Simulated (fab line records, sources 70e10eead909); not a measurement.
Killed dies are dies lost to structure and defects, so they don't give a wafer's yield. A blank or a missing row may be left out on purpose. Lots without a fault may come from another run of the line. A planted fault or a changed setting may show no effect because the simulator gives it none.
Tool commonality check | flow nand_harc | 13 lots, 39 wafers sampled

WHY IT WAS OPENED
At NHARC_A_ONON_D2_THK_MEAS_24 the reading thk_nm is flagged on 2 of 13 lots. Wafers without a fault read 1001 nm, standard deviation 8.7.
Rule: a lot is flagged when every wafer of it that has a number lies more than 4 standard deviations from that mean, or none has a number. The other lots count as sound.

lot  | measured     | on            | thk_nm (nm), wafer by wafer | flag
L784 | day 12 21:27 | film_metro-02 | 1016 1017 1016              |
L785 | day 13 17:04 | film_metro-02 | 983 982 982                 |
L786 | day 13 17:04 | film_metro-01 | 998 995 998                 |
L788 | day 14 18:05 | film_metro-01 | 1010 1009 1009              |
L792 | day 16 07:49 | film_metro-01 | 992 992 991                 |
L793 | day 16 23:41 | film_metro-01 | 712 713 713                 | FLAGGED
L794 | day 17 08:45 | film_metro-01 | 711 712 712                 | FLAGGED
L801 | day 20 08:25 | film_metro-02 | 995 996 995                 |
L802 | day 20 08:26 | film_metro-01 | 989 989 987                 |
L804 | day 21 01:54 | film_metro-01 | 1012 1012 1012              |
L803 | day 21 01:54 | film_metro-02 | 999 1000 996                |
L806 | day 22 04:01 | film_metro-02 | 1003 1001 1000              |
L805 | day 22 04:02 | film_metro-01 | 1005 1008 1008              |
The numbers of the flagged lots are 712 nm on average: -289 nm against the usual, or -33 standard deviations.

WHICH TOOL RAN EACH LOT
The record holds 3 process steps before the reading, out of a route of 1302 steps. In each cell: the tool, then ch and the chambers that the sampled wafers went through, then the start.
lot  | flag    | NHARC_A_DECK1_JOINT_ETCHBACK_00  | NHARC_A_DECK1_JOINT_DEP_16      | NHARC_A_ONON_D2_DEP_22
L784 |         | rie_si-04 ch 2,3, day 11 11:46   | pecvd-03 ch 0,1, day 12 09:25   | pecvd_onon-01 ch 0, day 12 21:03
L785 |         | rie_si-01 ch 1,2,3, day 12 00:45 | pecvd-01 ch 1,2, day 13 02:50   | pecvd_onon-04 ch 0, day 13 16:37
L786 |         | rie_si-04 ch 0,2,3, day 12 00:44 | pecvd-02 ch 0,2, day 13 02:51   | pecvd_onon-01 ch 0, day 13 16:33
L788 |         | rie_si-06 ch 0,2,3, day 13 05:44 | pecvd-02 ch 0,1,2, day 14 03:04 | pecvd_onon-02 ch 0, day 14 17:38
L792 |         | rie_si-01 ch 2,3, day 14 23:49   | pecvd-03 ch 1,2, day 15 21:19   | pecvd_onon-01 ch 0, day 16 07:18
L793 | FLAGGED | rie_si-06 ch 1,2, day 15 09:53   | pecvd-02 ch 0,2, day 16 11:40   | pecvd_onon-04 ch 0, day 16 23:17
L794 | FLAGGED | rie_si-06 ch 0,1, day 15 21:25   | pecvd-03 ch 0,1, day 16 20:52   | pecvd_onon-04 ch 0, day 17 08:14
L801 |         | rie_si-04 ch 0,2,3, day 18 19:04 | pecvd-03 ch 0,1, day 19 20:04   | pecvd_onon-01 ch 0, day 20 07:57
L802 |         | rie_si-01 ch 0,1, day 18 19:03   | pecvd-02 ch 1,2, day 19 20:05   | pecvd_onon-04 ch 0, day 20 07:59
L804 |         | rie_si-06 ch 1,3, day 19 16:03   | pecvd-02 ch 0,1,2, day 20 13:36 | pecvd_onon-01 ch 0, day 21 01:26
L803 |         | rie_si-01 ch 0,1,2, day 19 20:02 | pecvd-02 ch 0,1,2, day 20 16:11 | pecvd_onon-02 ch 0, day 21 01:26
L806 |         | rie_si-06 ch 1,2,3, day 20 15:04 | pecvd-02 ch 0,1,2, day 21 19:04 | pecvd_onon-02 ch 0, day 22 03:30
L805 |         | rie_si-01 ch 0,2,3, day 20 07:49 | pecvd-03 ch 0,1,2, day 21 12:05 | pecvd_onon-04 ch 0, day 22 03:37
What these steps do:
- NHARC_A_DECK1_JOINT_ETCHBACK_00: etches the open film in HBr, target depth 30 nm, time 17.4 s.
- NHARC_A_DECK1_JOINT_DEP_16: deposits SiO2, target thk 45 nm.
- NHARC_A_ONON_D2_DEP_22: target thk 1000 nm.
- NHARC_A_ONON_D2_THK_MEAS_24: measures by ellipsometry.

FLAGGED OVER TOTAL, TOOL BY TOOL (the gauges that took the reading come last)
step                            | tool          | lots run | flagged | share of the flagged lots | sound lots run after its first flagged lot
NHARC_A_DECK1_JOINT_ETCHBACK_00 | rie_si-01     | 5        | 0       | none                      | -
NHARC_A_DECK1_JOINT_ETCHBACK_00 | rie_si-04     | 3        | 0       | none                      | -
NHARC_A_DECK1_JOINT_ETCHBACK_00 | rie_si-06     | 5        | 2       | all                       | 2 (L804,L806)
NHARC_A_DECK1_JOINT_DEP_16      | pecvd-01      | 1        | 0       | none                      | -
NHARC_A_DECK1_JOINT_DEP_16      | pecvd-02      | 7        | 1       | some                      | 4 (L802,L804,L803,L806)
NHARC_A_DECK1_JOINT_DEP_16      | pecvd-03      | 5        | 1       | some                      | 2 (L801,L805)
NHARC_A_ONON_D2_DEP_22          | pecvd_onon-01 | 5        | 0       | none                      | -
NHARC_A_ONON_D2_DEP_22          | pecvd_onon-02 | 3        | 0       | none                      | -
NHARC_A_ONON_D2_DEP_22          | pecvd_onon-04 | 5        | 2       | all                       | 2 (L802,L805)
NHARC_A_ONON_D2_THK_MEAS_24     | film_metro-01 | 8        | 2       | all                       | 3 (L802,L804,L805)
NHARC_A_ONON_D2_THK_MEAS_24     | film_metro-02 | 5        | 0       | none                      | -

WHAT THE TABLE ALLOWS
3 rows of the table ran every flagged lot: rie_si-06 at NHARC_A_DECK1_JOINT_ETCHBACK_00, pecvd_onon-04 at NHARC_A_ONON_D2_DEP_22, film_metro-01 at NHARC_A_ONON_D2_THK_MEAS_24.
- rie_si-06 at NHARC_A_DECK1_JOINT_ETCHBACK_00: 2 of its 5 lots flagged. Sound lots ran on it after the first flagged one (L804, L806), which a lasting fault on the whole tool wouldn't allow.
- pecvd_onon-04 at NHARC_A_ONON_D2_DEP_22: 2 of its 5 lots flagged. Sound lots ran on it after the first flagged one (L802, L805), which a lasting fault on the whole tool wouldn't allow.
- film_metro-01 at NHARC_A_ONON_D2_THK_MEAS_24: 2 of its 8 lots flagged. Sound lots ran on it after the first flagged one (L802, L804, L805), which a lasting fault on the whole tool wouldn't allow.
No row of the table ran every flagged lot and no sound lot after the first.

WHAT THE SIMULATOR HAD PUT IN
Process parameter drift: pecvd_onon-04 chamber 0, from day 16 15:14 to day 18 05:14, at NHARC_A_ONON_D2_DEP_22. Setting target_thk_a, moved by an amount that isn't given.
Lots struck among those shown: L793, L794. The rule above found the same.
